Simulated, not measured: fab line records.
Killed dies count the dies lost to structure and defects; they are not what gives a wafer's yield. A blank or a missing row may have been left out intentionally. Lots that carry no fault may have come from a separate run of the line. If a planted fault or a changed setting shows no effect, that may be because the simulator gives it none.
fab line records | flow n5-finfet
record lots=5 | wafers=15 | last-day=17
route steps=1938 shown BEOL_M8@1389 BEOL_M9@1401 PASSIVATION@1936
lots with no fault: from the same line, run without faults
start-h: start of the lot's first displayed wafer, in hours after the record's first day | wait-h: how many hours have passed since the lot's step before this one | " the same as in the row above | L1.1+2: a row that stands for several wafers | - value missing, or start not given | * or withheld: withheld | < > ~ a bound
route shown NAME@n: NAME is a module with steps in the file, n the number in the route of the first one | usual: mean/standard deviation taken from wafers without a fault | same: alike in all rows | chamber/n: place in a boat | sites: readings site by site | _std_site: how widely they spread, as a standard deviation | _edge_site: the outer-site mean with the inner-site mean subtracted | radius-mm: for every site, how far away it sits from the centre of the wafer | mask NAME#n: copy n | behind: the most recent tool/chamber to have shaped the wafer | hold: the reason the lot was held/the length of the hold in hours/how it ended | device: transistor that didn't switch, given as n, p or np | end of line: tests of these same wafers at the route's end | step lacking rows: just its recipe | killed: count of dies lost to structure and defects at first sort (not the wafer's yield) | map: per-die view of a wafer (x killed, . not killed, _ where there is no die)
set.NAME: the setting that was run; set.NAME@STEP: the one run at that earlier step | model.NAME: the simulator's own value behind a step, which no gauge read
a table for each step, a row for each wafer; lots at some steps of the route
services: a tool's chamber out of use, with start hour (start-h, from the record's first day; less than 0 if before it), hours out, and reason
## steps
# step N5_BEOL_M8_ALD_77
# recipe material=TaN | target-thk-a=20 | temp-c=275 | ald-precursor-family=PDMAT | ald-co-reactant=NH3 | pressure-torr=3 | carrier-flow-sccm=1500 | pulse-time-s=2 | purge-time-s=3 | co-reactant-purge-time-s=2 | co-reactant-pulse-time-s=3 | ald-cycles=40 | precursor-vessel-temp-c=75 | precursor-vessel-pressure-torr=26.25 | precursor-vessel-carrier-sccm=1000
# step N5_BEOL_M8_SURFACE_TREAT_79
# recipe gas=Ar | time-s=* | ion-energy-ev=* | ion-current-ma-cm2=0.5 | pressure-mtorr=* | ar-flow-sccm=30
# step N5_BEOL_M8_CVD_78
# recipe material=Co | target-thk-a=20 | temp-c=withheld | precursor=CCTBA/H2 | pressure-torr=30 | time-s=142.3
# step N5_BEOL_M8_SPUTTER_48
# recipe material=Cu | target-thk-a=100 | temp-c=-20 | bias-v=60 | power-w=26000 | chamber-pressure-pa=0.13 | time-s=1.667
# step N5_BEOL_M8_ECD_50
# recipe material=Cu | target-thk-a=3000
# step N5_BEOL_M8_ANNEAL_51
# recipe temp-c=225 | time-s=90 | ambient=N2
# step N5_BEOL_M8_CMP_52
# recipe stop-on=SiCOH_lowk | t-overpolish-s=6.9 | down-force-psi=1 | platen-rpm=50 | clearing-platen-down-force-psi=1.5 | clearing-platen-rpm=50 | post-cmp-clean=cu-alkaline | target-thk-nm=80 | clearing-platen-pad-velocity-m-s=0.99484 | pad-velocity-m-s=0.99484
# step N5_BEOL_M8_PRE_CLEAN_55
# recipe gas=NH3 | time-s=15 | temp-c=withheld | rf-power-w=300
# step N5_BEOL_M8_DEP_56
# recipe material=SiCN | target-thk-a=100 | temp-c=withheld | precursor=3MS/NH3 | pressure-torr=3 | rf-w=202 | time-s=17.5
# step N5_BEOL_M9_ILD_DEP_00
# recipe material=SiCOH_lowk | target-thk-a=3085.1 | temp-c=300 | precursor=DEMS/porogen | pressure-torr=5 | rf-w=500 | time-s=58
# usual heater-power-w=282/42 | showerhead-plenum-p-Torr=5.738/0.014 | susceptor-temp-C=300.01/0.21 | throttle-valve-pct=13.9/0.93
lot.wafer | tool     | chamber | start-h | wait-h | heater-power-w | showerhead-plenum-p-Torr | susceptor-temp-C | throttle-valve-pct | model.SiCOH_lowk_of_BEOL_M9_ILD_DEP_00.thk-nm
L390.2    | pecvd-02 | 0       | 211.57  | 0.0    | 339            | 5.751                    | 299.98           | 14.4               | 303.6
L390.4    | "        | 1       | "       | "      | 264            | 5.734                    | 300.04           | 15.2               | 311.2
L390.5    | "        | 0       | "       | "      | 349            | 5.760                    | 299.80           | 14.5               | 309.6
L400.2    | pecvd-02 | 1       | 270.07  | 0.0    | 279            | 5.730                    | 295.64           | 15.4               | 311.2
L400.3    | "        | 2       | "       | "      | 296            | 5.741                    | 295.68           | 13.5               | 305.4
L400.6    | "        | 2       | "       | "      | 306            | 5.741                    | 295.34           | 13.3               | 311.6
L401.1    | pecvd-02 | 0       | 276.77  | 0.0    | 263            | 5.774                    | 295.13           | 14.6               | 310.2
L401.2    | "        | 1       | "       | "      | 293            | 5.734                    | 295.55           | 15.4               | 310.8
L401.4    | "        | 1       | "       | "      | 227            | 5.716                    | 295.42           | 15.0               | 317.2
L402.2    | pecvd-02 | 2       | 293.03  | 0.0    | 309            | 5.743                    | 295.55           | 13.4               | 307.6
L402.4    | "        | 2       | "       | "      | 320            | 5.736                    | 295.61           | 13.1               | 307.8
L402.6    | "        | 0       | "       | "      | 308            | 5.755                    | 295.82           | 14.5               | 312.8
L410.1    | pecvd-03 | 0       | 340.66  | 0.0    | 204            | 5.742                    | 299.50           | 14.2               | 303
L410.4    | "        | 0       | "       | "      | 221            | 5.728                    | 299.83           | 14.1               | 308.8
L410.5    | "        | 2       | "       | "      | 276            | 5.718                    | 299.84           | 13.0               | 310.2
# step N5_BEOL_M9_CURE_71
# recipe temp-c=385 | time-s=240 | ambient=He/Ar | material=SiCOH_lowk
# step N5_BEOL_M9_PECVD_70
# recipe material=SiO2 | target-thk-a=200 | temp-c=400 | precursor=TEOS/O2 | pressure-torr=5.5 | rf-w=450 | teos-flow-sccm=53.8 | gas=O2 | flow-sccm=3000 | time-s=22.7
# step N5_BEOL_M9_HM_DEP_02
# recipe material=TiN | target-thk-a=200 | temp-c=25 | chamber-pressure-pa=0.49996
# step N5_BEOL_M9_COAT_59
# recipe resist=SOC | temp-c=250 | time-s=60 | spin-rpm=1500 | resist-thk-nm=100
# step N5_BEOL_M9_COAT_60
# recipe resist=SiARC | temp-c=220 | time-s=60 | spin-rpm=1500 | resist-thk-nm=30
# step N5_BEOL_M9_COAT_05
# recipe resist=CAR-ArF | spin-rpm=1500 | resist-thk-nm=90
# step N5_BEOL_M9_EBR_07
# recipe solvent=PGMEA | ebr-width-mm=1.5
# step N5_BEOL_M9_SOFTBAKE_06
# recipe temp-c=110 | time-s=60 | resist=CAR-ArF
# step N5_BEOL_M9_EXPOSE_08
# recipe mask-id=M9 | na=1.35 | source-shape=dipole | sigma-inner=0.411 | sigma-outer=0.611 | polarization=te | dose-mj=53.75
# step N5_BEOL_M9_PEB_09
# recipe peb-temp-c=withheld | peb-time-s=60 | resist=CAR-ArF
# step N5_BEOL_M9_DEVELOP_10
# recipe develop-time-s=30 | developer=TMAH | resist=CAR-ArF | rinse-liquid=diw | dry=air-spin | dev-temp-c=23
# step N5_BEOL_M9_DESCUM_16
# recipe chemistry=O2 | time-s=7.9 | source-power-w=50 | bias-power-w=20 | pressure-mtorr=20 | rf-frequency-hz=2.712e+07 | temp-c=40 | resist=CAR-ArF | o2-flow-sccm=225
# step N5_BEOL_M9_ETCH_61
# recipe chemistry=CF4 | target=SiARC | target-depth-a=390 | mask-material=CAR-ArF | time-s=65 | ion-energy-ev=80 | pressure-mtorr=40 | source-w=545 | bias-w=36 | Ar_flow_sccm=100 | cf4-flow-sccm=100 | ends=cleared
# step N5_BEOL_M9_ETCH_62
# recipe chemistry=N2/H2 | target=SOC | target-depth-a=1100 | overetch-a=220 | mask-material=SiARC | temp-c=40 | time-s=165 | ion-energy-ev=200 | pressure-mtorr=30 | source-w=840 | bias-w=150 | n2-flow-sccm=200 | h2-flow-sccm=200
# step N5_BEOL_M9_STRIP_68
# recipe chemistry=N2/H2 | temp-c=40 | n2-flow-sccm=200 | h2-flow-sccm=200 | rf-frequency-hz=6e+07
# step N5_BEOL_M9_STRIP_67
# recipe chemistry=CF4 | resist=SiARC | power-w=300 | bias-power-w=75 | pressure-mtorr=50 | cf4-flow-sccm=150 | rf-frequency-hz=6e+07
# step N5_BEOL_M9_HM_OPEN_17
# recipe chemistry=Cl2/BCl3 | target-depth-a=200 | overetch-a=60 | target=TiN | mask-material=SOC | ion-energy-ev=150 | pressure-mtorr=10 | icp-w=1000 | bias-w=126 | Cl2_flow_sccm=53.25 | bcl3-flow-sccm=21.75 | Ar_flow_sccm=25
# step N5_BEOL_M9_STRIP_19
# recipe chemistry=O2 | power-w=400 | temp-c=40 | pressure-mtorr=30 | rf-frequency-hz=6e+07 | bias-power-w=0 | overash-fraction=0.2 | o2-flow-sccm=225
# step N5_BEOL_M9_COAT_63
# recipe resist=SOC | temp-c=250 | time-s=60 | spin-rpm=1500 | resist-thk-nm=60
# step N5_BEOL_M9_COAT_64
# recipe resist=SiARC | temp-c=220 | time-s=60 | spin-rpm=1500 | resist-thk-nm=12
# step N5_BEOL_M9_COAT_75
# recipe resist=underlayer | temp-c=205 | time-s=60 | spin-rpm=1500 | resist-thk-nm=5
# step N5_BEOL_M9_COAT_22
# recipe resist=CAR-EUV | spin-rpm=1500 | resist-thk-nm=30
# step N5_BEOL_M9_EBR_24
# recipe solvent=PGMEA | ebr-width-mm=1.5
# step N5_BEOL_M9_SOFTBAKE_23
# recipe temp-c=110 | time-s=60 | resist=CAR-EUV
# step N5_BEOL_M9_CMP_52
# recipe stop-on=SiCOH_lowk | t-overpolish-s=7 | down-force-psi=1 | platen-rpm=50 | clearing-platen-down-force-psi=1.5 | clearing-platen-rpm=50 | post-cmp-clean=cu-alkaline | target-thk-nm=140 | clearing-platen-pad-velocity-m-s=0.99484 | pad-velocity-m-s=0.99484
# usual barrier-field-endpoint-s=29.0/0.82 | motor-current-A=6.5/0.57 | overpolish-run-s=6.999/0.0087 | slurry-filter-dp-kPa=13.51/0.13 | time-to-endpoint-s=67/3.4
lot.wafer | tool   | chamber | start-h | wait-h | barrier-field-endpoint-s | motor-current-A | overpolish-run-s | slurry-filter-dp-kPa | time-to-endpoint-s | model.SiCOH_lowk_of_BEOL_M9_ILD_DEP_00.thk-nm
L390.4    | cmp-01 | 2       | 217.16  | 0.2    | 29.8                     | 6.5             | 7.004            | 13.24                | 69                 | 267.4
L390.2    | "      | 0       | "       | "      | 28.4                     | 5.9             | 6.999            | 13.69                | 67                 | 260.6
L390.5    | "      | 1       | "       | "      | 29.7                     | 6.3             | 7.017            | 13.59                | 68                 | 266
L400.2    | cmp-01 | 3       | 277.77  | 0.3    | 28.2                     | 6.9             | 7.003            | 13.47                | 63                 | 267.4
L400.3    | "      | 0       | "       | "      | 28.7                     | 6.5             | 7.000            | 13.42                | 69                 | 262.2
L400.6    | "      | 2       | "       | "      | 29.0                     | 6.1             | 6.998            | 13.59                | 66                 | 267.6
L401.4    | cmp-02 | 0       | 283.09  | 0.1    | 28.6                     | 6.3             | 7.007            | 13.44                | 68                 | 272.8
L401.2    | "      | 1       | "       | "      | 28.2                     | 5.5             | 6.985            | 13.63                | 66                 | 267
L401.1    | "      | 2       | "       | "      | 28.7                     | 6.0             | 6.995            | 13.47                | 65                 | 266.4
L402.2    | cmp-01 | 2       | 301.21  | 0.2    | 28.9                     | 6.3             | 6.995            | 13.57                | 64                 | 264.2
L402.4    | "      | 0       | "       | "      | 29.2                     | 6.4             | 7.002            | 13.19                | 67                 | 264.4
L402.6    | "      | 3       | "       | "      | 28.2                     | 6.7             | 6.993            | 13.62                | 61                 | 268.8
L410.1    | cmp-01 | 0       | 347.67  | 0.3    | 28.9                     | 5.9             | 7.021            | 13.46                | 69                 | 260
L410.4    | "      | 2       | "       | "      | 29.0                     | 6.2             | 6.994            | 13.20                | 66                 | 265.4
L410.5    | "      | 3       | "       | "      | 28.2                     | 6.6             | 6.990            | 13.58                | 65                 | 266.6
# step N5_PASSIVATION_PROBE_49
# usual defect-limited-yield=91.1/1.3 | killed_at_M0_to_M3=35/11 | killed_at_M4_up=13/5.4 | killed-at-contacts=14/6.5 | killed-at-front-end=41/11 | killed-at-other=4/3.1 | killed-dies=106/15 | killed-on-rim=14/3.7 | killed-open=69/12 | killed-short=35/7 | sort_bin_5_function=5.2/0.86 | sort_bin_6_memory=3.4/0.64 | sort-n-pass=1074/15 | sort-yield-pct=91.0/1.3
# same gross-dies=1180 | killed-at-back-side=0 | sort_bin_4_leakage[%]=0 | sort_bin_8_speed[%]=0
lot.wafer | tool      | chamber | start-h | wait-h | defect-limited-yield[%] | killed_at_M0_to_M3 | killed_at_M4_up | killed-at-contacts | killed-at-front-end | killed-at-other | killed-dies | killed-on-rim | killed-open | killed-short | sort_bin_5_function[%] | sort_bin_6_memory[%] | sort-n-pass | sort-yield-pct[%]
L390.2    | prober-02 | -       | 273.11  | 0.1    | 93.0                    | 31                 | 9               | 7                  | 35                  | 1               | 83          | 8             | 39          | 44           | 3.8                    | 3.1                  | 1097        | 93.0
L390.4    | prober-02 | -       | 273.21  | 0.2    | 92.2                    | 29                 | 16              | 9                  | 38                  | 0               | 92          | 9             | 60          | 30           | 4.2                    | 3.1                  | 1088        | 92.2
L390.5    | prober-02 | -       | 273.26  | 0.2    | 90.3                    | 35                 | 13              | 15                 | 51                  | 0               | 114         | 17            | 67          | 44           | 5.6                    | 3.7                  | 1066        | 90.3
L400.2    | prober-02 | -       | 324.67  | 0.1    | 92.0                    | 22                 | 3               | 13                 | 48                  | 8               | 94          | 16            | 57          | 33           | 3.6                    | 3.9                  | 1086        | 92.0
L400.3    | prober-02 | -       | 324.72  | 0.1    | 90.2                    | 25                 | 10              | 24                 | 51                  | 6               | 116         | 11            | 75          | 38           | 6.0                    | 3.6                  | 1064        | 90.2
L400.6    | prober-02 | -       | 324.87  | 0.3    | 90.8                    | 46                 | 13              | 13                 | 36                  | 1               | 109         | 16            | 65          | 40           | 5.7                    | 3.3                  | 1071        | 90.8
L401.1    | prober-02 | -       | 336.43  | 0.0    | 90.5                    | 31                 | 10              | 10                 | 44                  | 17              | 112         | 14            | 70          | 40           | 5.6                    | 3.8                  | 1068        | 90.5
L401.2    | prober-02 | -       | 336.48  | 0.1    | 91.8                    | 26                 | 11              | 13                 | 35                  | 12              | 97          | 6             | 58          | 36           | 5.3                    | 2.6                  | 1083        | 91.8
L401.4    | prober-02 | -       | 336.58  | 0.2    | 91.4                    | 31                 | 12              | 15                 | 38                  | 5               | 101         | 23            | 69          | 30           | 4.4                    | 3.7                  | 1079        | 91.4
L402.2    | prober-01 | -       | 352.70  | 0.1    | 89.6                    | 44                 | 15              | 13                 | 46                  | 5               | 123         | 14            | 86          | 32           | 5.9                    | 4.1                  | 1057        | 89.6
L402.4    | prober-01 | -       | 352.80  | 0.2    | 90.8                    | 22                 | 16              | 11                 | 56                  | 3               | 108         | 14            | 71          | 33           | 5.5                    | 3.3                  | 1072        | 90.8
L402.6    | prober-01 | -       | 352.90  | 0.3    | 90.3                    | 21                 | 14              | 21                 | 56                  | 3               | 115         | 14            | 81          | 31           | 6.6                    | 2.6                  | 1065        | 90.3
L410.1    | prober-02 | -       | 413.25  | 0.0    | 87.8                    | 58                 | 14              | 29                 | 33                  | 10              | 144         | 23            | 84          | 57           | 6.9                    | 4.7                  | 1036        | 87.8
L410.4    | prober-02 | -       | 413.40  | 0.2    | 90.3                    | 40                 | 8               | 18                 | 42                  | 7               | 115         | 11            | 72          | 41           | 4.9                    | 4.4                  | 1065        | 90.3
L410.5    | prober-02 | -       | 413.45  | 0.2    | 88.8                    | 47                 | 15              | 10                 | 55                  | 5               | 132         | 17            | 84          | 46           | 6.6                    | 4.2                  | 1048        | 88.8
# killed by level:class
L390.2 BEOL_M1:geometric-particle:short=11 BEOL_M3:geometric-particle:open=8 FIN_SAQP:geometric-particle:short=7 BEOL_M3:geometric-particle:short=6 FIN_SAQP:geometric-particle:open=5 MOL_CONTACT_COAG:geometric-particle:short=4 STI_FIN_REVEAL:geometric-particle:open=4 STARTING-WAFER:geometric-particle:short=4
L390.4 BEOL_M4:geometric-particle:open=11 FIN_SAQP:geometric-particle:short=9 BEOL_M1:geometric-particle:open=8 BEOL_M3:geometric-particle:open=8 STI_FIN_REVEAL:geometric-particle:open=6 MOL_CONTACT_COAG:geometric-particle:open=5 GATE_CUT:geometric-particle:short=4 GATE_CUT:geometric-particle:open=4
L390.5 FIN_SAQP:geometric-particle:short=16 FIN_SAQP:geometric-particle:open=9 BEOL_M3:geometric-particle:open=9 MOL_CONTACT_COAG:geometric-particle:open=8 BEOL_M0:geometric-particle:short=7 STI_FIN_REVEAL:geometric-particle:open=6 DUMMY_GATE:geometric-particle:open=6 MOL_CONTACT_COAG:geometric-particle:short=6
L400.2 MOL_CONTACT_COAG:geometric-particle:open=11 FIN_SAQP:geometric-particle:short=10 STI_FIN_REVEAL:geometric-particle:open=9 FIN_SAQP:geometric-particle:open=7 BEOL_M0_SAQP:geometric-particle:open=6 GATE_CUT:geometric-particle:open=5 STARTING-WAFER:geometric-particle:short=5 GATE_CUT:geometric-particle:short=4
L400.3 MOL_CONTACT_COAG:geometric-particle:open=15 STI_FIN_REVEAL:geometric-particle:open=11 FIN_SAQP:geometric-particle:open=8 MOL_CONTACT_COAG:geometric-particle:short=8 GATE_CUT:geometric-particle:open=7 BEOL_M0_SAQP:geometric-particle:short=7 BEOL_M4:geometric-particle:open=5 STI_FIN_REVEAL:geometric-particle:short=4
L400.6 BEOL_M0_SAQP:geometric-particle:short=15 STI_FIN_REVEAL:geometric-particle:open=11 MOL_CONTACT_COAG:geometric-particle:open=9 FIN_SAQP:geometric-particle:short=6 BEOL_M0_SAQP:geometric-particle:open=6 BEOL_M3:geometric-particle:open=6 GATE_CUT:geometric-particle:open=5 BEOL_M1:geometric-particle:open=5
L401.1 FIN_SAQP:geometric-particle:short=8 STI_FIN_REVEAL:geometric-particle:open=8 MOL_CONTACT_COAG:geometric-particle:open=7 BEOL_M3:geometric-particle:open=7 GATE_CUT:geometric-particle:short=6 BEOL_M0_SAQP:geometric-particle:short=6 BEOL_M1:geometric-particle:open=6 MIM_TOP:geometric-particle:open=6
L401.2 MOL_CONTACT_COAG:geometric-particle:open=11 BEOL_M2:geometric-particle:open=10 STI_FIN_REVEAL:geometric-particle:open=7 GATE_CUT:geometric-particle:short=6 MIM_TOP:geometric-particle:short=5 FIN_SAQP:geometric-particle:open=4 STI_FIN_REVEAL:geometric-particle:short=4 BEOL_M0_SAQP:geometric-particle:short=4
L401.4 STI_FIN_REVEAL:geometric-particle:open=17 MOL_CONTACT_COAG:geometric-particle:open=12 BEOL_M1:geometric-particle:open=8 BEOL_M2:geometric-particle:open=7 FIN_SAQP:geometric-particle:short=6 BEOL_M1:geometric-particle:short=5 GATE_CUT:geometric-particle:short=4 BEOL_M3:geometric-particle:open=4
L402.2 BEOL_M2:geometric-particle:open=19 FIN_SAQP:geometric-particle:open=15 MOL_CONTACT_COAG:geometric-particle:open=11 BEOL_M0_SAQP:geometric-particle:open=11 STI_FIN_REVEAL:geometric-particle:open=8 FIN_SAQP:geometric-particle:short=7 BEOL_M0_SAQP:geometric-particle:short=7 BEOL_M4:geometric-particle:open=4
L402.4 FIN_SAQP:geometric-particle:short=16 FIN_SAQP:geometric-particle:open=14 MOL_CONTACT_COAG:geometric-particle:open=11 STI_FIN_REVEAL:geometric-particle:open=10 BEOL_M0_SAQP:geometric-particle:open=7 BEOL_M2:geometric-particle:open=7 BEOL_M0_SAQP:geometric-particle:short=4 DUMMY_GATE:geometric-particle:short=3
L402.6 STI_FIN_REVEAL:geometric-particle:open=21 MOL_CONTACT_COAG:geometric-particle:open=13 FIN_SAQP:geometric-particle:open=10 MOL_CONTACT_COAG:geometric-particle:short=8 FIN_SAQP:geometric-particle:short=7 BEOL_M2:geometric-particle:open=7 BEOL_M0:geometric-particle:open=5 DUMMY_GATE:geometric-particle:open=4
L410.1 MOL_CONTACT_COAG:geometric-particle:open=23 BEOL_M0_SAQP:geometric-particle:short=12 BEOL_M0_SAQP:geometric-particle:open=8 BEOL_M3:geometric-particle:open=8 FIN_SAQP:geometric-particle:open=7 FIN_SAQP:geometric-particle:short=7 BEOL_M1:geometric-particle:open=7 STI_FIN_REVEAL:geometric-particle:open=6
L410.4 BEOL_M0_SAQP:geometric-particle:short=14 MOL_CONTACT_COAG:geometric-particle:open=13 FIN_SAQP:geometric-particle:open=12 FIN_SAQP:geometric-particle:short=10 STI_FIN_REVEAL:geometric-particle:open=9 BEOL_M0_SAQP:geometric-particle:open=8 BEOL_M3:geometric-particle:open=7 BEOL_M1:geometric-particle:open=5
L410.5 STI_FIN_REVEAL:geometric-particle:open=14 BEOL_M0_SAQP:geometric-particle:open=13 FIN_SAQP:geometric-particle:short=10 BEOL_M0_SAQP:geometric-particle:short=9 MOL_CONTACT_COAG:geometric-particle:open=8 BEOL_M1:geometric-particle:open=8 GATE_CUT:geometric-particle:open=7 BEOL_M4:geometric-particle:short=7
## services
tool     | chamber | start-h | hours | kind
cmp-02   | -       | 241.21  | 2.3   | repair
cmp-01   | -       | 244.66  | 2.3   | repair
pecvd-03 | -       | 252.74  | 1.0   | repair
pecvd-03 | 2       | 259.89  | -     | calibration
cmp-02   | -       | 277.63  | 3.8   | repair
pecvd-03 | 0       | 295.41  | 5.5   | scheduled-down
cmp-02   | -       | 302.98  | 4.0   | pm
cmp-02   | -       | 306.98  | -     | consumable-replace:conditioner
cmp-02   | -       | 306.98  | -     | consumable-replace:pad
pecvd-02 | 0       | 336.68  | 2.1   | scheduled-down
cmp-01   | -       | 346.41  | 1.1   | repair
## key
first-sign step=N5_BEOL_M9_ILD_DEP_00 | reading=susceptor-temp-C | direction=down | sigmas=22 | usual=* | struck=*
effect none on later readings
model-effect step=N5_BEOL_M9_ILD_DEP_00 | value=SiCOH_lowk_of_BEOL_M9_ILD_DEP_00.thk-nm | without=302.7 | struck=310.5
model-effect step=N5_BEOL_M9_CMP_52 | value=SiCOH_lowk_of_BEOL_M9_ILD_DEP_00.thk-nm | without=259.9 | struck=266.8
met-at N5_BEOL_M9_ILD_DEP_00
struck-wafers L400.2,L400.3,L400.6,L401.1,L401.2,L401.4,L402.2,L402.4,L402.6
onset-between 211.57 270.07
fault kind=process-parameter-drift | tool=pecvd-02 | chamber=- | onset-h=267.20 | steps=N5_BEOL_M9_ILD_DEP_00 | channel=temp-c | offset=* | shape=step | end-h=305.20 | acts-in=* | stated=*
